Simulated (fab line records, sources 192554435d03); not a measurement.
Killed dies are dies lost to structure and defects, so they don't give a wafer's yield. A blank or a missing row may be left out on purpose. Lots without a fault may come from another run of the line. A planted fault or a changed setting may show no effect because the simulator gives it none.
fab line records | flow n5_finfet
record lots=7 wafers=39
route steps=1938 shown BEOL_M5@1160
start_h: hours from the record's first day to the start of the lot's first wafer shown | wait_h: hours since the lot's step before | " the same as in the row above | L1.1+2: a row that stands for several wafers | - no value, or no start given | * or withheld: withheld | < > ~ a bound
route shown NAME@n: a module of which the file shows steps, and the number in the route of the first | usual: mean/standard deviation of fault-free wafers | same: alike in all rows | chamber/n: place in a boat | sites: the reading at each site | _std_site: their standard deviation | _edge_site: outer sites' mean less inner sites' | radius_mm: how far each site lies from the wafer's centre | mask NAME#n: copy n | behind: the tool/chamber that last shaped the wafer | hold: why the lot was held/for how many hours/how that ended | device: the transistor (n, p or np) that didn't switch | end of line: the same wafers' tests at the end of the route | a step without rows: its recipe alone | killed: dies lost to structure and defects at the first sort, not the wafer's yield | map: a wafer's dies, x killed, . not, _ none there
set.NAME: the setting as run; set.NAME@STEP: as run at that earlier step | model.NAME: the simulator's own value behind a step, which no gauge read
lots whose settings were changed on purpose; a table a step, a row a wafer
## steps
# step N5_BEOL_M5_TRENCH_ETCH_37
# recipe chemistry=C4F6/O2 target_depth_a=716.52 target=SiCOH_lowk time_s=24.7 ion_energy_ev=250 pressure_mtorr=30 source_w=345 bias_w=185 Ar_flow_sccm=300 C4F6_flow_sccm=10 O2_flow_sccm=10
# columns lot.wafer tool chamber start_h wait_h set.time_s model.etch.depth_nm model.BEOL_M5.feature_depth_nm model.TiN_of_BEOL_M5_HM_DEP_02.thk_nm
L077.1 rie_diel-04 0 - - 24.7 72.07 72 17.8
L077.2 " 2 " " 24.7 70.32 70.4 18.2
L077.3 " 3 " " 24.7 71.72 71.8 18
L077.4 " 1 " " 24.7 71.18 71.2 17.8
L077.5 " 0 " " 24.7 72.33 72.4 17.8
L077.6 " 3 " " 24.7 71.59 71.6 17.8
L082.1 rie_diel-04 3 - - 24.7 71.39 71.4 17.8
L082.2 " 1 " " 29.19 83.03 83 17.4
L082.3 " 2 " " 24.7 69.85 69.8 17.6
L082.4 " 0 " " 24.7 72.3 72.2 17.8
L082.5 " 2 " " 29.19 82.26 82.2 17.4
L082.6 " 3 " " 29.19 84.41 84.4 17.2
L083.1 rie_diel-01 2 - - 17.72 51.16 51.2 18.6
L083.2 " 3 " " 17.72 50.21 50.2 18.8
L083.3 " 0 " " 24.7 71.16 71.2 17.8
L083.4 " 2 " " 24.7 71.07 71 17.8
L083.5 " 0 " " 24.7 71.92 72 18
L083.6 " 3 " " 17.72 50.53 50.6 18.6
L087.1 rie_diel-01 2 - - 24.7 71.11 71.2 18
L087.2 " 1 " " 24.7 72.43 72.4 18
L087.3 " 3 " " 24.7 70.66 70.6 18.2
L087.4 " 0 " " 24.7 71.37 71.4 18
L087.5 " 0 " " 24.7 70.84 70.8 17.8
L087.6 " 1 " " 24.7 72.87 72.8 17.8
L088.1 rie_diel-04 1 - - 24.7 71.68 71.6 17.8
L088.2 " 2 " " 34.23 97.3 97.2 17
L088.3 " 0 " " 24.7 72.11 72.2 17.8
L088.4 " 3 " " 24.7 70.98 71 17.8
L088.5 " 3 " " 34.23 98.39 98.4 17
L088.6 " 2 " " 34.23 96.24 96.2 17.2
L094.1 rie_diel-04 1 - - 24.7 72.15 72.2 17.8
L094.4 " 0 " " 24.7 71.74 71.8 17.8
L094.5 " 3 " " 24.7 71.12 71.2 18
L096.1 rie_diel-04 2 - - 29.66 83.12 83.2 17.8
L096.2 " 1 " " 24.7 71.48 71.4 18
L096.3 " 3 " " 24.7 70.72 70.8 18.2
L096.4 " 0 " " 24.7 71.36 71.4 18
L096.5 " 1 " " 29.66 85.02 85 17.8
L096.6 " 0 " " 29.66 85.64 85.6 17.4
# step N5_BEOL_M5_ETCH_41
# recipe chemistry=CH3F/O2 target=SiCN target_depth_a=315 taper_deg=2 time_s=56.7 ion_energy_ev=120 mask_material=TiN pressure_mtorr=30 source_w=395 bias_w=75 Ar_flow_sccm=150 CH3F_flow_sccm=30 O2_flow_sccm=20
# step N5_BEOL_M5_STRIP_91
# recipe chemistry=N2/H2 time_s=10 power_w=450 temp_c=40 pressure_mtorr=20 rf_frequency_hz=6e+07 bias_power_w=7 n2_flow_sccm=200 h2_flow_sccm=200
# step N5_BEOL_M5_OCD_MEAS_38
# usual trench_depth_nm=71.0/0.8
# columns lot.wafer tool chamber start_h wait_h set.time_s@BEOL_M5_TRENCH_ETCH_37 trench_depth_nm
L077.1 ocd-01 - 218.06 - 24.7 72.2
L077.2 " - " " 24.7 70.9
L077.3 " - " " 24.7 72.0
L077.4 " - " " 24.7 70.8
L077.5 " - " " 24.7 72.6
L077.6 " - " " 24.7 71.0
L082.1 ocd-02 - 229.94 - 24.7 72.1
L082.2 " - " " 29.19 83.3
L082.3 " - " " 24.7 70.1
L082.4 " - " " 24.7 72.3
L082.5 " - " " 29.19 82.3
L082.6 " - " " 29.19 84.1
L083.1 ocd-02 - 261.78 - 17.72 50.9
L083.2 " - " " 17.72 50.2
L083.3 " - " " 24.7 71.5
L083.4 " - " " 24.7 71.2
L083.5 " - " " 24.7 72.1
L083.6 " - " " 17.72 50.6
L087.1 ocd-02 - 296.69 - 24.7 71.1
L087.2 " - " " 24.7 72.0
L087.3 " - " " 24.7 71.0
L087.4 " - " " 24.7 71.5
L087.5 " - " " 24.7 70.9
L087.6 " - " " 24.7 72.8
L088.1 ocd-01 - 317.48 - 24.7 71.8
L088.2 " - " " 34.23 97.2
L088.3 " - " " 24.7 72.2
L088.4 " - " " 24.7 70.7
L088.5 " - " " 34.23 98.1
L088.6 " - " " 34.23 97.0
L094.1 ocd-02 - 340.15 - 24.7 72.2
L094.4 " - " " 24.7 71.2
L094.5 " - " " 24.7 71.2
L096.1 ocd-01 - 368.38 - 29.66 83.8
L096.2 " - " " 24.7 71.6
L096.3 " - " " 24.7 70.4
L096.4 " - " " 24.7 71.0
L096.5 " - " " 29.66 85.3
L096.6 " - " " 29.66 85.2
# step N5_BEOL_M5_HM_STRIP_39
# recipe chemistry=peroxide_tin_strip material=TiN target_depth_a=250 temp_c=50 time_s=158
# step N5_BEOL_M5_SRD_40
# recipe time_s=30 temp_c=23 rinse_liquid=diw dry=ipa_marangoni
# step N5_BEOL_M5_ECD_50
# recipe material=Cu target_thk_a=3000
# step N5_BEOL_M5_ANNEAL_51
# recipe temp_c=225 time_s=90 ambient=N2
# step N5_BEOL_M5_CMP_52
# recipe stop_on=SiCOH_lowk t_overpolish_s=6.9 down_force_psi=1 platen_rpm=50 clearing_platen_down_force_psi=1.5 clearing_platen_rpm=50 post_cmp_clean=cu_alkaline target_thk_nm=62 clearing_platen_pad_velocity_m_s=0.99484 pad_velocity_m_s=0.99484
# columns lot.wafer tool chamber start_h wait_h set.time_s@BEOL_M5_TRENCH_ETCH_37 model.Cu_of_BEOL_M5_ECD_50.thk_nm
L077.4 cmp-04 2 225.33 0.1 24.7 62.6
L077.3 " 3 " " 24.7 61.4
L077.2 " 0 " " 24.7 60.8
L077.1 " 1 " " 24.7 60.6
L077.6 " 2 " " 24.7 63.4
L077.5 " 3 " " 24.7 62.2
L082.2 cmp-03 0 236.42 0.2 29.19 73.6
L082.3 " 1 " " 24.7 59.8
L082.4 " 2 " " 24.7 62.4
L082.1 " 3 " " 24.7 63
L082.5 " 0 " " 29.19 72
L082.6 " 1 " " 29.19 74.6
L083.1 cmp-02 1 268.01 0.3 17.72 41
L083.3 " 2 " " 24.7 60
L083.4 " 3 " " 24.7 61
L083.2 " 0 " " 17.72 41.2
L083.5 " 1 " " 24.7 62.6
L083.6 " 2 " " 17.72 41.4
L087.4 cmp-02 1 303.11 0.3 24.7 60.4
L087.3+5 " 2,1 " " 24.7 60
L087.2 " 3 " " 24.7 62.6
L087.1 " 0 " " 24.7 61.2
L087.6 " 2 " " 24.7 62
L088.2 cmp-02 1 324.23 0.2 34.23 85.4
L088.1 " 2 " " 24.7 60.4
L088.4 " 3 " " 24.7 60.8
L088.3 " 0 " " 24.7 61
L088.5 " 1 " " 34.23 87.4
L088.6 " 2 " " 34.23 84.4
L094.4 cmp-04 2 347.08 0.6 24.7 62.4
L094.1 " 3 " " 24.7 62.8
L094.5 " 1 " " 24.7 62
L096.2 cmp-04 1 376.41 0.2 24.7 61.4
L096.4 " 2 " " 24.7 60.8
L096.3 " 3 " " 24.7 60.4
L096.1 " 0 " " 29.66 73.8
L096.5 " 1 " " 29.66 75
L096.6 " 2 " " 29.66 76.2
# step N5_BEOL_M5_THK_MEAS_53
# recipe thk_meas_gauge=xrf reads=Cu_of_BEOL_M5_ECD_50
# usual M5_THK=61.3/1.2
# columns lot.wafer tool chamber start_h wait_h set.time_s@BEOL_M5_TRENCH_ETCH_37 M5_THK[nm]
L077.1 film_metro-02 - 225.63 - 24.7 60.7
L077.2 " - " " 24.7 60.9
L077.3 " - " " 24.7 61.3
L077.4 " - " " 24.7 62.6
L077.5 " - " " 24.7 62.1
L077.6 " - " " 24.7 63.3
L082.1 film_metro-02 - 236.71 - 24.7 63.4
L082.2 " - " " 29.19 74.1
L082.3 " - " " 24.7 60.1
L082.4 " - " " 24.7 62.8
L082.5 " - " " 29.19 72.3
L082.6 " - " " 29.19 75.3
L083.1 film_metro-01 - 268.30 - 17.72 41.3
L083.2 " - " " 17.72 41.6
L083.3 " - " " 24.7 60.6
L083.4 " - " " 24.7 61.4
L083.5 " - " " 24.7 63.4
L083.6 " - " " 17.72 41.8
L087.1 film_metro-01 - 303.41 - 24.7 60.9
L087.2 " - " " 24.7 62.2
L087.3 " - " " 24.7 59.7
L087.4 " - " " 24.7 60.2
L087.5 " - " " 24.7 59.9
L087.6 " - " " 24.7 61.8
L088.1 film_metro-02 - 324.52 - 24.7 60.8
L088.2 " - " " 34.23 85.9
L088.3 " - " " 24.7 61.6
L088.4 " - " " 24.7 61.1
L088.5 " - " " 34.23 88.5
L088.6 " - " " 34.23 84.9
L094.1 film_metro-01 - 347.33 - 24.7 62.8
L094.4 " - " " 24.7 62.5
L094.5 " - " " 24.7 62.1
L096.1 film_metro-01 - 376.71 - 29.66 74.7
L096.2 " - " " 24.7 61.7
L096.3 " - " " 24.7 60.8
L096.4 " - " " 24.7 61.3
L096.5 " - " " 29.66 75.6
L096.6 " - " " 29.66 76.6
# step N5_BEOL_M5_PRE_CLEAN_77
# recipe gas=NH3/H2 time_s=15 temp_c=* rf_power_w=300
# step N5_BEOL_M5_CO_CAP_78
# recipe material=Co target_thk_a=20 temp_c=200 precursor=CCTBA/H2 pressure_torr=30 time_s=102.1
# step N5_BEOL_M5_PRE_CLEAN_55
# recipe gas=NH3 time_s=15 temp_c=withheld rf_power_w=300
# step N5_BEOL_M5_DEP_56
# recipe material=SiCN target_thk_a=80 temp_c=withheld precursor=3MS/NH3 pressure_torr=3 rf_w=202 time_s=14
# step N5_BEOL_M5_RS_MEAS_57
# recipe thk_meas_gauge=four-point-probe reads=Co_of_BEOL_M5_CO_CAP_78+Cu_of_BEOL_M5_ECD_50+Co_of_BEOL_M5_CVD_47+TaN_of_BEOL_M5_ALD_86
# usual M5_RS=0.394/0.0093
# columns lot.wafer tool chamber start_h wait_h set.time_s@BEOL_M5_TRENCH_ETCH_37 M5_RS[ohm/sq]
L077.1 film_metro-01 - 225.89 0.0 24.7 0.399
L077.2 " - " " 24.7 0.397
L077.3 " - " " 24.7 0.391
L077.4 " - " " 24.7 0.383
L077.5 " - " " 24.7 0.386
L077.6 " - " " 24.7 0.377
L082.1 film_metro-01 - 237.13 0.1 24.7 0.379
L082.2 " - " " 29.19 0.314
L082.3 " - " " 24.7 0.404
L082.4 " - " " 24.7 0.383
L082.5 " - " " 29.19 0.322
L082.6 " - " " 29.19 0.310
L083.1 film_metro-02 - 268.57 0.0 17.72 0.643
L083.2 " - " " 17.72 0.643
L083.3 " - " " 24.7 0.403
L083.4 " - " " 24.7 0.394
L083.5 " - " " 24.7 0.381
L083.6 " - " " 17.72 0.641
L087.1 film_metro-01 - 303.68 0.0 24.7 0.394
L087.2 " - " " 24.7 0.382
L087.3 " - " " 24.7 0.402
L087.4 " - " " 24.7 0.399
L087.5 " - " " 24.7 0.403
L087.6 " - " " 24.7 0.388
L088.1 film_metro-02 - 324.78 0.0 24.7 0.398
L088.2 " - " " 34.23 0.264
L088.3 " - " " 24.7 0.394
L088.4 " - " " 24.7 0.396
L088.5 " - " " 34.23 0.257
L088.6 " - " " 34.23 0.267
L094.1 film_metro-01 - 347.65 0.0 24.7 0.381
L094.4 " - " " 24.7 0.384
L094.5 " - " " 24.7 0.386
L096.1 film_metro-01 - 377.00 0.1 29.66 0.314
L096.2 " - " " 24.7 0.390
L096.3 " - " " 24.7 0.399
L096.4 " - " " 24.7 0.396
L096.5 " - " " 29.66 0.308
L096.6 " - " " 29.66 0.303
## key
split step=N5_BEOL_M5_TRENCH_ETCH_37 setting=time_s stated=24.7 by=wafer
response step=N5_BEOL_M5_TRENCH_ETCH_37 reading=model.etch.depth_nm change=+0.684 per=1% r=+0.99
response step=N5_BEOL_M5_TRENCH_ETCH_37 reading=model.BEOL_M5.feature_depth_nm change=+0.683 per=1% r=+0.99
response step=N5_BEOL_M5_TRENCH_ETCH_37 reading=model.TiN_of_BEOL_M5_HM_DEP_02.thk_nm change=-0.0219 per=1% r=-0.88
response step=N5_BEOL_M5_OCD_MEAS_38 reading=trench_depth_nm change=+0.69 per=1% r=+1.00
response step=N5_BEOL_M5_CMP_52 reading=model.Cu_of_BEOL_M5_ECD_50.thk_nm change=+0.671 per=1% r=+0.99
response step=N5_BEOL_M5_THK_MEAS_53 reading=M5_THK change=+0.678 per=1% r=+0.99
response step=N5_BEOL_M5_RS_MEAS_57 reading=M5_RS shape=bent at_lowest=0.642 at_stated=0.391 at_highest=0.263
